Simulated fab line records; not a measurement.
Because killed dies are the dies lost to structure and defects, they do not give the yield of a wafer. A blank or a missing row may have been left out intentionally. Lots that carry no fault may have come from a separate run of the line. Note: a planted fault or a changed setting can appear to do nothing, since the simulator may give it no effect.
fab line records -- flow n5_finfet
record: lots: 10, wafers: 30, last_day: 17
route steps=1938 shown BEOL_M1@821 BEOL_M2@843 BEOL_M4@1111
lots that met no fault: from a run of the same line without faults
start_h: hours from the record's opening day to when the first of the lot's shown wafers began -- wait_h: hours from the lot's prior step to this one -- " unchanged from the row above -- L1.1+2: a single row standing in for several wafers -- - no value present, or no start provided -- * or withheld: withheld -- < > ~ a bound
route shown NAME@n: a module of which the file shows steps, and the number in the route of the first -- usual: the fault-free wafers' mean and standard deviation -- same: alike in all rows -- chamber/n: place in a boat -- sites: each site's reading -- _std_site: standard deviation of those values -- _edge_site: outer sites' mean less inner sites' -- radius_mm: for every site, how far away it sits from the centre of the wafer -- mask NAME#n: copy n -- behind: the most recent tool/chamber to have shaped the wafer -- hold: cause of the lot's hold/its duration in hours/its outcome -- device: the n, p or np transistor that did not switch -- end of line: at the end of the route, the tests of the same wafers -- where a step has no rows: the recipe by itself -- killed: the dies lost at the first sort to structure and to defects; this is not the yield of the wafer -- map: shows each die of a wafer: x if killed, . if not, _ if none is there
set.NAME: the setting the step ran with; set.NAME@STEP: the setting that earlier step ran with -- model.NAME: the simulator's own value behind a step, which no gauge read
the route's steps for a sample of lots (tables are steps, rows are wafers)
services: a tool's chamber out of use, with start hour (start_h, from the record's first day; less than 0 if before it), hours out, and reason
== steps ==
step: N5_BEOL_M1_ANNEAL_87
recipe: temp_c: 400, time_s: 240, ambient: vacuum
usual: heater_power_w: 862/52
lot.wafer,tool,chamber,start_h,wait_h,heater_power_w
L487.2,pvd_sputter-01,-,138.80,0.0,811
L487.3,pvd_sputter-01,-,138.80,0.0,852
L487.5,pvd_sputter-01,-,138.80,0.0,818
L489.1,pvd_sputter-01,-,148.18,0.0,801
L489.5,pvd_sputter-01,-,148.18,0.0,784
L489.6,pvd_sputter-01,-,148.18,0.0,862
L491.3,pvd_sputter-01,-,169.75,0.0,858
L491.4,pvd_sputter-01,-,169.75,0.0,916
L491.5,pvd_sputter-01,-,169.75,0.0,791
L498.4,pvd_sputter-02,-,209.81,0.0,914
L498.5,pvd_sputter-02,-,209.81,0.0,938
L498.6,pvd_sputter-02,-,209.81,0.0,864
L497.1,pvd_sputter-01,-,220.35,0.0,811
L497.3,pvd_sputter-01,-,220.35,0.0,865
L497.4,pvd_sputter-01,-,220.35,0.0,913
L500.1,pvd_sputter-03,-,220.55,0.0,815
L500.3,pvd_sputter-03,-,220.55,0.0,852
L500.4,pvd_sputter-03,-,220.55,0.0,977
L499.3,pvd_sputter-02,-,222.31,0.0,871
L499.5,pvd_sputter-02,-,222.31,0.0,883
L499.6,pvd_sputter-02,-,222.31,0.0,869
L505.1,pvd_sputter-02,-,249.30,0.0,965
L505.4,pvd_sputter-02,-,249.30,0.0,859
L505.6,pvd_sputter-02,-,249.30,0.0,894
L506.1,pvd_sputter-01,-,262.93,0.0,797
L506.3,pvd_sputter-01,-,262.93,0.0,852
L506.4,pvd_sputter-01,-,262.93,0.0,825
L507.1,pvd_sputter-01,-,268.71,0.0,805
L507.3,pvd_sputter-01,-,268.71,0.0,862
L507.5,pvd_sputter-01,-,268.71,0.0,878
step: N5_BEOL_M1_PRE_CLEAN_60
recipe: gas: NH3/H2, time_s: 15, temp_c: *, rf_power_w: 300
usual: heater_power_w: 83/22
lot.wafer,tool,chamber,start_h,wait_h,heater_power_w,since_wet_clean_h
L487.2,cvd_co-02,1,140.65,0.0,81,1119
L487.3,cvd_co-02,0,140.65,0.0,58,682
L487.5,cvd_co-02,2,140.65,0.0,102,-
L489.1,cvd_co-01,2,150.04,0.0,119,451
L489.5,cvd_co-01,1,150.04,0.0,65,-
L489.6,cvd_co-01,2,150.04,0.0,118,-
L491.3,cvd_co-01,0,171.61,0.0,69,932
L491.4,cvd_co-01,1,171.61,0.0,65,-
L491.5,cvd_co-01,0,171.61,0.0,69,-
L498.4,cvd_co-01,1,211.68,0.1,66,-
L498.5,cvd_co-01,2,211.68,0.1,119,-
L498.6,cvd_co-01,0,211.68,0.1,70,-
L497.1,cvd_co-02,1,222.47,0.0,80,1201
L497.3,cvd_co-02,2,222.47,0.0,106,304
L497.4,cvd_co-02,1,222.47,0.0,78,-
L500.1,cvd_co-02,2,222.59,0.0,105,305
L500.3,cvd_co-02,0,222.59,0.0,58,764
L500.4,cvd_co-02,1,222.59,0.0,79,-
L499.3,cvd_co-02,2,224.16,0.0,102,306
L499.5,cvd_co-02,1,224.16,0.0,81,-
L499.6,cvd_co-02,2,224.16,0.0,105,-
L505.1,cvd_co-01,0,251.26,0.0,70,1011
L505.4,cvd_co-01,0,251.26,0.0,71,-
L505.6,cvd_co-01,2,251.26,0.0,119,-
L506.1,cvd_co-02,2,264.78,0.0,102,347
L506.3,cvd_co-02,1,264.78,0.0,81,1243
L506.4,cvd_co-02,0,264.78,0.0,59,-
L507.1,cvd_co-02,2,270.56,0.0,105,353
L507.3,cvd_co-02,0,270.56,0.0,59,812
L507.5,cvd_co-02,0,270.56,0.0,57,-
step: N5_BEOL_M1_CO_CAP_55
recipe: material: Co, target_thk_a: 20, temp_c: 200, precursor: CCTBA/H2, pressure_torr: 30, time_s: 102.1
usual: heater_power_w: 234/27
lot.wafer,tool,chamber,start_h,wait_h,heater_power_w,since_wet_clean_h
L487.2,cvd_co-02,1,140.69,0.0,232,1119
L487.3,cvd_co-02,0,140.69,0.0,206,682
L487.5,cvd_co-02,2,140.69,0.0,261,-
L489.1,cvd_co-01,2,150.08,0.0,279,451
L489.5,cvd_co-01,1,150.08,0.0,212,-
L489.6,cvd_co-01,2,150.08,0.0,279,-
L491.3,cvd_co-01,0,171.65,0.0,221,932
L491.4,cvd_co-01,1,171.65,0.0,215,-
L491.5,cvd_co-01,0,171.65,0.0,213,-
L498.4,cvd_co-01,1,211.73,0.0,213,-
L498.5,cvd_co-01,2,211.73,0.0,274,-
L498.6,cvd_co-01,0,211.73,0.0,221,-
L497.1,cvd_co-02,1,222.51,0.0,238,1201
L497.3,cvd_co-02,2,222.51,0.0,256,305
L497.4,cvd_co-02,1,222.51,0.0,229,-
L500.1,cvd_co-02,2,222.63,0.0,258,305
L500.3,cvd_co-02,0,222.63,0.0,203,764
L500.4,cvd_co-02,1,222.63,0.0,226,-
L499.3,cvd_co-02,2,224.20,0.0,259,306
L499.5,cvd_co-02,1,224.20,0.0,232,-
L499.6,cvd_co-02,2,224.20,0.0,255,-
L505.1,cvd_co-01,0,251.32,0.0,213,1011
L505.4,cvd_co-01,0,251.32,0.0,218,-
L505.6,cvd_co-01,2,251.32,0.0,273,-
L506.1,cvd_co-02,2,264.82,0.0,262,347
L506.3,cvd_co-02,1,264.82,0.0,229,1243
L506.4,cvd_co-02,0,264.82,0.0,199,-
L507.1,cvd_co-02,2,270.60,0.0,262,353
L507.3,cvd_co-02,0,270.60,0.0,205,812
L507.5,cvd_co-02,0,270.60,0.0,209,-
step: N5_BEOL_M2_PECVD_72
recipe: material: SiO2, target_thk_a: 160, temp_c: 400, precursor: TEOS/O2, pressure_torr: 5.5, rf_w: 450, teos_flow_sccm: 53.8, gas: O2, flow_sccm: 3000, time_s: 18
usual: heater_power_w: 717/100, showerhead_plenum_p_Torr: 8.80/0.056, susceptor_temp_C: 400.01/0.2, throttle_valve_pct: 22.9/1.4
lot.wafer,tool,chamber,start_h,wait_h,heater_power_w,showerhead_plenum_p_Torr,since_wet_clean_h,susceptor_temp_C,throttle_valve_pct
L487.2,pecvd-03,1,141.07,0.0,703,8.92,1570,400.21,20.9
L487.3,pecvd-03,0,141.07,0.0,733,8.73,845,400.04,22.6
L487.5,pecvd-03,2,141.07,0.0,778,8.84,-,400.05,21.7
L489.1,pecvd-01,2,150.44,0.0,693,8.78,428,400.04,21.0
L489.5,pecvd-01,2,150.44,0.0,689,8.76,-,400.15,21.5
L489.6,pecvd-01,0,150.44,0.0,787,8.76,-,399.72,22.3
L491.3,pecvd-01,1,172.00,0.0,711,8.75,1963,400.16,25.5
L491.4,pecvd-01,0,172.00,0.0,761,8.74,-,399.91,22.4
L491.5,pecvd-01,1,172.00,0.0,722,8.77,-,400.11,25.3
L498.4,pecvd-03,0,212.06,0.1,636,8.72,-,400.01,22.8
L498.5,pecvd-03,2,212.06,0.1,779,8.81,-,399.87,22.1
L498.6,pecvd-03,1,212.06,0.1,771,8.90,-,400.22,21.0
L497.1,pecvd-01,2,222.88,0.0,701,8.74,500,399.84,21.1
L497.3,pecvd-01,0,222.88,0.0,853,8.73,1289,400.03,22.6
L497.4,pecvd-01,1,222.88,0.0,872,8.77,-,400.47,25.4
L500.1,pecvd-04,0,222.98,0.0,571,8.82,746,399.60,24.4
L500.3,pecvd-04,0,222.98,0.0,584,8.83,-,399.74,24.4
L500.4,pecvd-04,1,222.98,0.0,746,8.81,-,400.17,24.2
L499.3,pecvd-01,0,224.55,0.0,852,8.75,1291,400.41,22.3
L499.5,pecvd-01,2,224.55,0.0,692,8.76,-,400.02,21.1
L499.6,pecvd-01,0,224.55,0.0,841,8.75,-,400.11,22.4
L505.1,pecvd-03,1,251.71,0.0,810,8.90,1681,400.13,20.9
L505.4,pecvd-03,2,251.71,0.0,712,8.81,-,399.64,22.4
L505.6,pecvd-03,0,251.71,0.0,697,8.71,-,405.81,22.6
L506.1,pecvd-03,1,265.20,0.0,791,8.92,1694,399.79,21.2
L506.3,pecvd-03,2,265.20,0.0,763,8.81,215,400.25,22.4
L506.4,pecvd-03,0,265.20,0.0,801,8.76,-,405.62,22.8
L507.1,pecvd-03,0,270.96,0.0,729,8.74,975,405.68,22.7
L507.3,pecvd-03,2,270.96,0.0,733,8.84,221,399.93,22.2
L507.5,pecvd-03,0,270.96,0.0,731,8.73,-,405.48,22.7
step: N5_BEOL_M4_RC_MEAS_101
usual: DIBL_N: 35.9/1.9, DIBL_P: 35.8/2.4, IOFF_N: 0.15/0.031, IOFF_P: 0.21/0.037, ION_N: 672/13, ION_P: 462/8.3, SS_N: 71.5/0.72, SS_P: 73.2/0.67, VT_N: 250/3.4, VT_P: -250/3.4
lot.wafer,tool,chamber,start_h,wait_h,DIBL_N[mV/V],DIBL_P[mV/V],IOFF_N[nA/um],IOFF_P[nA/um],ION_N[uA/um],ION_P[uA/um],SS_N[mV/dec],SS_P[mV/dec],VT_N[mV],VT_P[mV]
L487.2,prober-02,0,184.98,0.2,32.8,33.2,0.11,0.14,650,452,70.8,72.9,255,-258
L487.3,prober-02,0,184.98,0.2,33.6,34.1,0.11,0.14,640,435,70.8,73.1,259,-259
L487.5,prober-02,0,184.98,0.2,32.4,32.9,0.10,0.13,651,444,70.5,72.6,258,-258
L491.3,prober-02,0,204.25,0.6,35.1,36.0,0.15,0.20,675,460,71.0,73.3,249,-250
L491.4,prober-02,0,204.25,0.6,37.4,37.4,0.18,0.23,683,466,71.9,74.1,248,-251
L491.5,prober-02,0,204.25,0.6,38.2,37.8,0.18,0.24,668,467,73.1,73.8,248,-249
L489.1,prober-01,0,204.98,0.0,37.3,37.0,0.16,0.24,672,469,71.5,73.0,253,-246
L489.5,prober-01,0,204.98,0.0,36.3,33.6,0.15,0.19,658,450,72.1,73.0,252,-252
L489.6,prober-01,0,204.98,0.0,36.6,35.0,0.14,0.21,661,461,72.0,73.7,251,-251
L498.4,prober-01,0,245.17,0.5,36.8,38.0,0.17,0.24,676,465,71.6,73.1,249,-245
L498.5,prober-01,0,245.17,0.5,35.0,35.3,0.14,0.20,655,459,71.8,73.2,253,-247
L498.6,prober-01,0,245.17,0.5,34.6,36.1,0.14,0.21,679,470,71.0,73.0,249,-246
L497.1,prober-01,0,253.06,0.0,38.2,38.1,0.20,0.28,686,473,71.8,74.0,245,-246
L497.3,prober-01,0,253.06,0.0,34.0,32.7,0.13,0.19,665,461,70.9,72.1,251,-249
L497.4,prober-01,0,253.06,0.0,36.5,35.6,0.17,0.24,675,469,70.3,73.5,250,-246
L500.1,prober-01,0,256.16,0.0,38.7,40.9,0.24,0.30,691,472,72.6,73.3,244,-245
L500.3,prober-01,0,256.16,0.0,38.1,38.9,0.21,0.25,670,463,72.7,72.8,247,-244
L500.4,prober-01,0,256.16,0.0,36.4,37.9,0.17,0.22,684,469,71.6,74.0,251,-247
L499.3,prober-01,0,261.58,0.3,34.7,34.6,0.13,0.18,674,464,70.5,73.1,248,-256
L499.5,prober-01,0,261.58,0.3,36.6,36.6,0.15,0.20,669,457,71.8,72.7,251,-250
L499.6,prober-01,0,261.58,0.3,36.2,35.9,0.14,0.19,683,465,71.5,72.9,253,-252
L505.1,prober-01,0,295.81,0.0,37.3,37.4,0.19,0.26,682,470,71.5,73.0,244,-246
L505.4,prober-01,0,295.81,0.0,35.4,36.2,0.16,0.23,676,472,70.8,73.6,247,-248
L505.6,prober-01,0,295.81,0.0,35.8,35.8,0.17,0.23,688,471,70.9,72.9,247,-248
L507.1,prober-01,0,310.02,0.0,38.1,39.6,0.19,0.26,677,462,72.5,74.5,246,-246
L507.3,prober-01,0,310.02,0.0,37.9,38.2,0.18,0.23,696,474,72.1,74.2,249,-248
L507.5,prober-01,0,310.02,0.0,35.8,37.0,0.15,0.20,674,464,71.2,74.0,251,-251
L506.1,prober-02,0,310.27,0.0,36.2,39.0,0.16,0.23,667,459,71.7,73.3,252,-248
L506.3,prober-02,0,310.27,0.0,37.0,39.4,0.16,0.22,662,451,71.6,73.5,249,-250
L506.4,prober-02,0,310.27,0.0,35.5,37.0,0.14,0.19,672,461,71.8,73.1,252,-250
== services ==
tool,chamber,start_h,hours,kind
pecvd-01,-,118.04,1.3,repair
pvd_sputter-01,-,129.15,1.9,repair
pecvd-01,1,132.42,29.7,repair
cvd_co-02,-,137.59,2.8,pm
pecvd-04,0,154.02,4.6,repair
cvd_co-01,-,189.76,1.3,repair
pecvd-04,0,192.99,2.1,scheduled_down
cvd_co-02,2,195.82,16.5,repair
pecvd-04,2,202.38,-,clean
pecvd-04,2,202.38,-,consumable_replace:showerhead
pecvd-04,2,202.38,29.0,scheduled_down
pecvd-04,2,202.38,29.0,vent_cycle
pecvd-01,1,216.04,4.4,repair
pvd_sputter-02,-,238.19,1.5,repair
cvd_co-01,-,241.20,0.5,repair
pecvd-01,2,259.72,5.5,scheduled_down
pecvd-03,0,262.20,2.1,scheduled_down
cvd_co-02,-,268.73,0.5,repair
== key ==
first_sign: step: N5_BEOL_M2_PECVD_72, reading: susceptor_temp_C, direction: up, sigmas: 28, usual: *, struck: *
effect none on later readings
met_at N5_BEOL_M2_PECVD_72
struck_lots L505,L506,L507
struck_wafers L505.6,L506.4,L507.1,L507.5
not_acting_at N5_BEOL_M1_ANNEAL_87,N5_BEOL_M1_PRE_CLEAN_60,N5_BEOL_M1_CO_CAP_55
onset_between 212.06 251.71
fault: kind: process_parameter_drift, tool: pecvd-03, chamber: 0, onset_h: 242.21, steps: N5_BEOL_M2_PECVD_72, channel: temp_c, offset: *, shape: step, end_h: 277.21, acts_in: *, stated: *
